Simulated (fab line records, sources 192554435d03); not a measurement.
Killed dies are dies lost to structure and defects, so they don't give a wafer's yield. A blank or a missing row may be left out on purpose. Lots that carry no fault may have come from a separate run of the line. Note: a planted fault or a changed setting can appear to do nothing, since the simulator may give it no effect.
Matching of chambers / flow n5_finfet / N5_BEOL_M2_ETCH_70 on rie_diel-02: 4 sister chambers
The step etches SOC in N2/H2, target depth 80 nm, overetch 24 nm, time 130 s. 4 wafers are shown with their chamber, then 8 later ones without.

WAFERS WITH THEIR CHAMBER
wafer=L087.2; chamber=2; drypump_motor_current_A (A)=6.4
wafer=L088.3; chamber=0; drypump_motor_current_A (A)=4.9
wafer=L088.4; chamber=1; drypump_motor_current_A (A)=5.0
wafer=L091.1; chamber=3; drypump_motor_current_A (A)=5.2

WAFERS WHOSE CHAMBER IS MISSING
wafer=L091.5; drypump_motor_current_A (A)=6.4
wafer=L091.6; drypump_motor_current_A (A)=5.0
wafer=L092.1; drypump_motor_current_A (A)=6.3
wafer=L092.3; drypump_motor_current_A (A)=5.2
wafer=L092.4; drypump_motor_current_A (A)=4.9
wafer=L097.2; drypump_motor_current_A (A)=6.3
wafer=L097.5; drypump_motor_current_A (A)=5.0
wafer=L097.6; drypump_motor_current_A (A)=6.4

EACH ONE'S CHAMBER
wafer=L091.5; from the rows above=2; in truth=2
wafer=L091.6; from the rows above=can't be placed: 1 or 0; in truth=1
wafer=L092.1; from the rows above=2; in truth=2
wafer=L092.3; from the rows above=3; in truth=3
wafer=L092.4; from the rows above=can't be placed: 0 or 1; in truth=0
wafer=L097.2; from the rows above=2; in truth=2
wafer=L097.5; from the rows above=can't be placed: 1 or 0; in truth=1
wafer=L097.6; from the rows above=2; in truth=2
Correct placement for 5 of the 8. Can't be placed from these rows: 3 (the true chamber is among the candidates in 3). Number placed wrongly: 0.
How it was worked out, from the rows above alone: a wafer's distance from a chamber is the root of the sum, over the readings, of the square of ((its reading less the chamber's mean) divided by the reading's scatter). If the next closest chamber is less than 2 further off than the closest, the wafer can't be placed; otherwise it belongs to the closest. For every chamber, the mean is computed from those of its wafers that are shown. The scatter: root of mean squared gap, hidden wafer to nearest shown wafer, with one shown wafer a chamber.
